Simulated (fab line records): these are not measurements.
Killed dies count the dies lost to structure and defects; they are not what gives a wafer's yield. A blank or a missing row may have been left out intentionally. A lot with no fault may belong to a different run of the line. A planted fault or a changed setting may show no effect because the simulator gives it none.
fab line records ; flow n5_finfet
record: lots: 11; wafers: 33; last_day: 18
route steps=1938 shown BEOL_M5@1172 BEOL_M6@1197
lots untouched by any fault: they come from a run of this same line in which no faults occurred
start_h: hours from the record's first day to the start of the lot's first wafer shown ; wait_h: how many hours have passed since the lot's step before this one ; " same as the row above ; L1.1+2: a row that stands for several wafers ; - no value present, or no start provided ; * or withheld: withheld ; < > ~ a bound
route shown NAME@n: names a module that has steps shown in the file, with the first one's number in the route ; usual: average and standard deviation across the fault-free wafers ; same: alike in all rows ; chamber/n: place in a boat ; sites: readings site by site ; _std_site: their standard deviation ; _edge_site: mean of outer sites minus mean of inner sites ; radius_mm: how far each site lies from the wafer's centre ; mask NAME#n: copy n ; behind: tool/chamber where the wafer was last shaped ; hold: what put the lot on hold/how long, in hours/how the hold closed ; device: which transistor (n, p or np) failed to switch ; end of line: the same wafers' tests at the end of the route ; where a step has no rows: the recipe by itself ; killed: not the wafer's yield, but the dies lost to structure and defects at the first sort ; map: per-die view of a wafer (x killed, . not killed, _ where there is no die)
set.NAME: the setting the step ran with; set.NAME@STEP: the setting that earlier step ran with ; model.NAME: the simulator's own value behind a step, which no gauge read
the route's steps for a sample of lots (tables are steps, rows are wafers)
services: from which hour (start_h, from the record's first day; less than 0 if before it) a tool's chamber was out of use, for how many hours, and why
== steps ==
step: N5_BEOL_M5_ALD_86
recipe: material: TaN; target_thk_a: *; temp_c: 275; ald_precursor_family: PDMAT; ald_co_reactant: NH3; pressure_torr: 3; carrier_flow_sccm: 1500; pulse_time_s: 2; purge_time_s: 3; co_reactant_purge_time_s: 2; co_reactant_pulse_time_s: 3; ald_cycles: 30; precursor_vessel_temp_c: 75; precursor_vessel_pressure_torr: 26.25; precursor_vessel_carrier_sccm: 1000
usual: heater_power_w: 431/46
same: ald_cycles: 30; purge_time_s: 3
lot.wafer;tool;chamber;start_h;wait_h;heater_power_w
L589.4;ald_metal-02;0;187.47;0.0;409
L589.5;ald_metal-02;0;187.47;0.0;418
L589.6;ald_metal-02;3;187.47;0.0;532
L591.2;ald_metal-02;2;202.55;0.0;404
L591.3;ald_metal-02;1;202.55;0.0;364
L591.6;ald_metal-02;2;202.55;0.0;391
L592.1;ald_metal-01;0;206.15;0.1;434
L592.2;ald_metal-01;3;206.15;0.1;382
L592.4;ald_metal-01;1;206.15;0.1;473
L595.2;ald_metal-01;3;214.93;0.3;374
L595.4;ald_metal-01;0;214.93;0.3;446
L595.5;ald_metal-01;3;214.93;0.3;379
L596.3;ald_metal-02;2;230.33;0.1;398
L596.5;ald_metal-02;3;230.33;0.1;527
L596.6;ald_metal-02;0;230.33;0.1;412
L597.2;ald_metal-01;3;233.78;0.0;381
L597.3;ald_metal-01;1;233.78;0.0;475
L597.6;ald_metal-01;3;233.78;0.0;382
L601.1;ald_metal-02;2;258.38;0.1;383
L601.3;ald_metal-02;1;258.38;0.1;370
L601.5;ald_metal-02;2;258.38;0.1;398
L600.3;ald_metal-04;0;263.68;0.1;456
L600.5;ald_metal-04;2;263.68;0.1;411
L600.6;ald_metal-04;3;263.68;0.1;395
L604.1;ald_metal-02;1;287.59;0.0;366
L604.2;ald_metal-02;2;287.59;0.0;397
L604.4;ald_metal-02;0;287.59;0.0;410
L608.1;ald_metal-01;0;326.53;0.1;455
L608.4;ald_metal-01;2;326.53;0.1;438
L608.6;ald_metal-01;3;326.53;0.1;377
L611.1;ald_metal-02;2;328.43;0.3;397
L611.3;ald_metal-02;0;328.43;0.3;407
L611.6;ald_metal-02;3;328.43;0.3;524
step: N5_BEOL_M5_SPUTTER_48
recipe: material: Cu; target_thk_a: 150; temp_c: -20; chamber_pressure_pa: 0.07; power_w: withheld; time_s: 27.62
usual: throttle_valve_pct: 30.0/1.1
lot.wafer;tool;chamber;start_h;wait_h;throttle_valve_pct
L589.4;pvd_sputter-02;-;188.09;0.1;29.7
L589.5;pvd_sputter-02;-;188.09;0.1;31.4
L589.6;pvd_sputter-02;-;188.09;0.1;30.5
L591.2;pvd_sputter-03;-;203.24;0.2;29.4
L591.3;pvd_sputter-03;-;203.24;0.2;28.9
L591.6;pvd_sputter-03;-;203.24;0.2;29.5
L592.1;pvd_sputter-02;-;206.73;0.2;30.7
L592.2;pvd_sputter-02;-;206.73;0.2;29.5
L592.4;pvd_sputter-02;-;206.73;0.2;31.3
L595.2;pvd_sputter-03;-;215.56;0.1;28.8
L595.4;pvd_sputter-03;-;215.56;0.1;29.3
L595.5;pvd_sputter-03;-;215.56;0.1;29.5
L596.3;pvd_sputter-03;-;230.92;0.2;28.6
L596.5;pvd_sputter-03;-;230.92;0.2;29.3
L596.6;pvd_sputter-03;-;230.92;0.2;30.7
L597.2;pvd_sputter-03;-;235.35;0.9;29.1
L597.3;pvd_sputter-03;-;235.35;0.9;28.9
L597.6;pvd_sputter-03;-;235.35;0.9;28.9
L601.1;pvd_sputter-01;-;259.12;0.1;30.7
L601.3;pvd_sputter-01;-;259.12;0.1;27.7
L601.5;pvd_sputter-01;-;259.12;0.1;30.5
L600.3;pvd_sputter-03;-;264.53;0.4;28.5
L600.5;pvd_sputter-03;-;264.53;0.4;30.9
L600.6;pvd_sputter-03;-;264.53;0.4;29.2
L604.1;pvd_sputter-01;-;288.14;0.2;30.6
L604.2;pvd_sputter-01;-;288.14;0.2;30.5
L604.4;pvd_sputter-01;-;288.14;0.2;27.9
L608.1;pvd_sputter-01;-;327.03;0.1;30.3
L608.4;pvd_sputter-01;-;327.03;0.1;30.7
L608.6;pvd_sputter-01;-;327.03;0.1;27.7
L611.1;pvd_sputter-02;-;330.16;0.9;29.7
L611.3;pvd_sputter-02;-;330.16;0.9;31.9
L611.6;pvd_sputter-02;-;330.16;0.9;31.6
step: N5_BEOL_M5_PRE_CLEAN_77
recipe: gas: NH3/H2; time_s: 15; temp_c: *; rf_power_w: 300
usual: heater_power_w: 74/14
lot.wafer;tool;chamber;start_h;wait_h;heater_power_w
L589.4;cvd_co-02;0;193.29;0.1;79
L589.5;cvd_co-02;2;193.29;0.1;50
L589.6;cvd_co-02;1;193.29;0.1;85
L591.2;cvd_co-02;2;208.41;0.0;51
L591.3;cvd_co-02;1;208.41;0.0;85
L591.6;cvd_co-02;2;208.41;0.0;52
L592.1;cvd_co-02;1;211.90;0.0;84
L592.2;cvd_co-02;0;211.90;0.0;78
L592.4;cvd_co-02;2;211.90;0.0;51
L595.2;cvd_co-02;2;221.38;0.0;51
L595.4;cvd_co-02;0;221.38;0.0;80
L595.5;cvd_co-02;2;221.38;0.0;51
L596.3;cvd_co-01;0;236.10;0.0;77
L596.5;cvd_co-01;2;236.10;0.0;63
L596.6;cvd_co-01;0;236.10;0.0;78
L597.2;cvd_co-01;1;240.53;0.0;92
L597.3;cvd_co-01;0;240.53;0.0;76
L597.6;cvd_co-01;2;240.53;0.0;62
L601.1;cvd_co-02;2;264.97;0.0;51
L601.3;cvd_co-02;0;264.97;0.0;79
L601.5;cvd_co-02;0;264.97;0.0;78
L600.3;cvd_co-01;2;271.06;0.3;61
L600.5;cvd_co-01;2;271.06;0.3;65
L600.6;cvd_co-01;0;271.06;0.3;77
L604.1;cvd_co-01;2;293.32;0.0;61
L604.2;cvd_co-01;1;293.32;0.0;94
L604.4;cvd_co-01;2;293.32;0.0;62
L608.1;cvd_co-02;0;332.21;0.0;81
L608.4;cvd_co-02;0;332.21;0.0;80
L608.6;cvd_co-02;1;332.21;0.0;83
L611.1;cvd_co-02;2;335.35;0.0;52
L611.3;cvd_co-02;0;335.35;0.0;81
L611.6;cvd_co-02;2;335.35;0.0;52
step: N5_BEOL_M6_PECVD_70
recipe: material: SiO2; target_thk_a: 200; temp_c: 400; precursor: TEOS/O2; pressure_torr: 5.5; rf_w: 450; teos_flow_sccm: 53.8; gas: O2; flow_sccm: 3000; time_s: 22.7
usual: heater_power_outer_w: 431/61; heater_power_w: 714/79; showerhead_plenum_p_Torr: 8.76/0.046; susceptor_temp_C: 400.00/0.25; throttle_valve_pct: 22.0/1.4
lot.wafer;tool;chamber;start_h;wait_h;heater_power_outer_w;heater_power_w;showerhead_plenum_p_Torr;susceptor_temp_C;throttle_valve_pct
L589.4;pecvd-01;0;194.19;0.1;372;648;8.78;400.20;24.2
L589.5;pecvd-01;1;194.19;0.1;401;700;8.72;399.96;22.7
L589.6;pecvd-01;2;194.19;0.1;425;750;8.66;400.20;21.0
L591.2;pecvd-03;1;209.34;0.0;512;825;8.78;400.15;21.4
L591.3;pecvd-03;0;209.34;0.0;417;634;8.83;399.60;25.4
L591.6;pecvd-03;1;209.34;0.0;512;869;8.77;399.90;21.5
L592.1;pecvd-02;1;212.82;0.0;419;744;8.73;400.20;22.3
L592.2;pecvd-02;2;212.82;0.0;388;680;8.71;399.87;21.2
L592.4;pecvd-02;1;212.82;0.0;437;757;8.75;400.01;22.1
L595.2;pecvd-03;2;222.29;0.0;522;811;8.78;399.98;20.0
L595.4;pecvd-03;0;222.29;0.0;403;645;8.85;400.39;24.8
L595.5;pecvd-03;2;222.29;0.0;509;818;8.78;400.05;20.1
L596.3;pecvd-02;1;237.00;0.0;426;747;8.78;399.93;22.0
L596.5;pecvd-02;0;237.00;0.0;541;763;8.78;399.71;21.5
L596.6;pecvd-02;1;237.00;0.0;427;735;8.74;399.62;22.2
L597.2;pecvd-02;2;241.43;0.0;378;648;8.70;399.97;21.4
L597.3;pecvd-02;1;241.43;0.0;448;787;8.74;400.37;21.7
L597.6;pecvd-02;2;241.43;0.0;368;655;8.71;400.03;21.2
L601.1;pecvd-02;1;265.87;0.0;479;819;8.74;399.90;22.1
L601.3;pecvd-02;2;265.87;0.0;348;608;8.68;400.02;21.1
L601.5;pecvd-02;2;265.87;0.0;339;600;8.69;399.98;21.2
L600.3;pecvd-02;1;271.96;0.0;406;729;8.74;399.98;22.1
L600.5;pecvd-02;2;271.96;0.0;308;547;8.70;400.09;21.3
L600.6;pecvd-02;1;271.96;0.0;407;725;8.74;400.10;22.1
L604.1;pecvd-01;1;295.66;0.0;419;719;8.70;400.07;22.4
L604.2;pecvd-01;2;295.66;0.0;362;686;8.70;400.26;20.9
L604.4;pecvd-01;2;295.66;0.0;369;701;8.70;400.02;21.1
L608.1;pecvd-02;2;333.59;0.0;295;537;8.71;400.42;21.5
L608.4;pecvd-02;1;333.59;0.0;438;777;8.74;399.56;22.1
L608.6;pecvd-02;0;333.59;0.0;701;1000;8.78;429.27;21.5
L611.1;pecvd-02;0;336.30;0.0;670;962;8.79;429.21;21.5
L611.3;pecvd-02;2;336.30;0.0;316;577;8.70;399.51;21.6
L611.6;pecvd-02;0;336.30;0.0;680;980;8.79;429.09;21.5
step: N5_BEOL_M6_CMP_52
recipe: stop_on: SiCOH_lowk; t_overpolish_s: 6.9; down_force_psi: 1; platen_rpm: 50; clearing_platen_down_force_psi: 1.5; clearing_platen_rpm: 50; post_cmp_clean: cu_alkaline; target_thk_nm: 80; clearing_platen_pad_velocity_m_s: 0.99484; pad_velocity_m_s: 0.99484
usual: barrier_field_endpoint_s: 28.8/0.77; clearing_platen_down_force_psi: 1.5001/0.0028; motor_current_A: 6.2/0.51
lot.wafer;tool;chamber;start_h;wait_h;barrier_field_endpoint_s;clearing_platen_down_force_psi;motor_current_A
L589.4;cmp-02;1;199.57;0.1;29.8;1.5034;5.8
L589.5;cmp-02;1;199.57;0.1;28.9;1.4964;5.8
L589.6;cmp-02;2;199.57;0.1;28.1;1.4999;5.7
L591.3;cmp-02;0;216.82;0.2;29.4;1.5014;5.8
L591.2;cmp-02;2;216.82;0.2;28.6;1.4987;5.6
L591.6;cmp-02;0;216.82;0.2;30.0;1.4981;5.9
L592.2;cmp-03;2;219.39;0.2;28.2;1.5036;5.8
L592.4;cmp-03;0;219.39;0.2;29.0;1.4997;6.6
L592.1;cmp-03;1;219.39;0.2;29.8;1.4979;6.2
L595.2;cmp-02;2;230.47;0.2;28.0;1.4985;5.5
L595.4;cmp-02;0;230.47;0.2;29.3;1.5040;5.5
L595.5;cmp-02;2;230.47;0.2;29.2;1.4985;5.7
L596.3;cmp-03;3;243.33;0.2;29.6;1.5009;6.9
L596.5;cmp-03;2;243.33;0.2;27.9;1.5025;5.6
L596.6;cmp-03;3;243.33;0.2;29.9;1.4974;7.2
L597.3;cmp-03;1;248.75;0.2;28.6;1.5053;6.0
L597.2;cmp-03;3;248.75;0.2;29.6;1.4993;6.8
L597.6;cmp-03;1;248.75;0.2;28.9;1.5025;6.1
L601.3;cmp-03;1;276.13;0.2;28.2;1.5005;6.3
L601.1;cmp-03;3;276.13;0.2;28.4;1.5053;7.0
L601.5;cmp-03;1;276.13;0.2;28.4;1.5022;6.6
L600.3;cmp-02;0;279.36;0.2;29.4;1.4977;5.6
L600.5;cmp-02;3;279.36;0.2;28.7;1.4969;6.0
L600.6;cmp-02;0;279.36;0.2;28.8;1.5003;5.5
L604.4;cmp-03;3;300.42;0.1;31.0;1.4964;6.9
L604.1;cmp-03;1;300.42;0.1;30.0;1.4976;6.5
L604.2;cmp-03;2;300.42;0.1;28.1;1.5021;6.0
L608.4;cmp-03;2;341.34;0.1;28.1;1.4995;5.9
L608.1;cmp-03;1;341.34;0.1;28.5;1.4969;6.4
L608.6;cmp-03;3;341.34;0.1;24.2;1.5005;6.7
L611.1;cmp-03;0;345.58;0.3;23.2;1.4958;6.9
L611.3;cmp-03;3;345.58;0.3;28.1;1.4982;6.7
L611.6;cmp-03;0;345.58;0.3;23.0;1.4973;6.7
== services ==
tool;chamber;start_h;hours;kind
pecvd-01;1;164.35;20.2;repair
ald_metal-01;-;175.20;14.6;pm
cvd_co-02;-;178.38;0.4;repair
pvd_sputter-01;-;182.92;8.3;repair
ald_metal-04;0;208.00;24.3;repair
ald_metal-01;2;209.33;5.6;repair
cmp-03;-;223.70;0.5;repair
cmp-03;-;228.34;5.3;pm
cmp-02;-;233.52;6.2;pm
cvd_co-02;0;248.61;5.7;repair
cvd_co-01;-;250.17;1.0;repair
pecvd-02;2;251.26;2.1;scheduled_down
ald_metal-01;-;255.14;8.7;pm
cmp-02;-;256.17;4.0;pm
cmp-03;-;258.86;7.2;repair
cmp-03;-;267.94;1.7;repair
cvd_co-02;-;269.89;2.8;pm
pecvd-01;1;284.69;6.8;repair
pecvd-01;-;286.81;3.3;repair
ald_metal-01;3;306.39;9.4;repair
cmp-03;-;322.95;0.5;repair
cvd_co-02;1;333.33;-;clean
cvd_co-02;1;333.33;22.0;scheduled_down
ald_metal-01;-;337.25;14.0;pm
== key ==
first_sign: step: N5_BEOL_M6_PECVD_70; reading: susceptor_temp_C; direction: up; sigmas: 99+; usual: *; struck: *
effect: step: N5_BEOL_M6_PECVD_70; reading: heater_power_outer_w; direction: up; sigmas: 4.1; usual: *; struck: *
effect: step: N5_BEOL_M6_CMP_52; reading: barrier_field_endpoint_s; direction: down; sigmas: 6.9; usual: 28.8; struck: 23.5
met_at N5_BEOL_M6_PECVD_70
struck_lots L608,L611
struck_wafers L608.6,L611.1,L611.6
not_acting_at N5_BEOL_M5_ALD_86,N5_BEOL_M5_SPUTTER_48,N5_BEOL_M5_PRE_CLEAN_77
onset_between 237.00 333.59
fault: kind: process_parameter_drift; tool: pecvd-02; chamber: 0; onset_h: 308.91; steps: N5_BEOL_M6_PECVD_70; channel: temp_c; offset: *; shape: step; end_h: 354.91; acts_in: *; stated: *
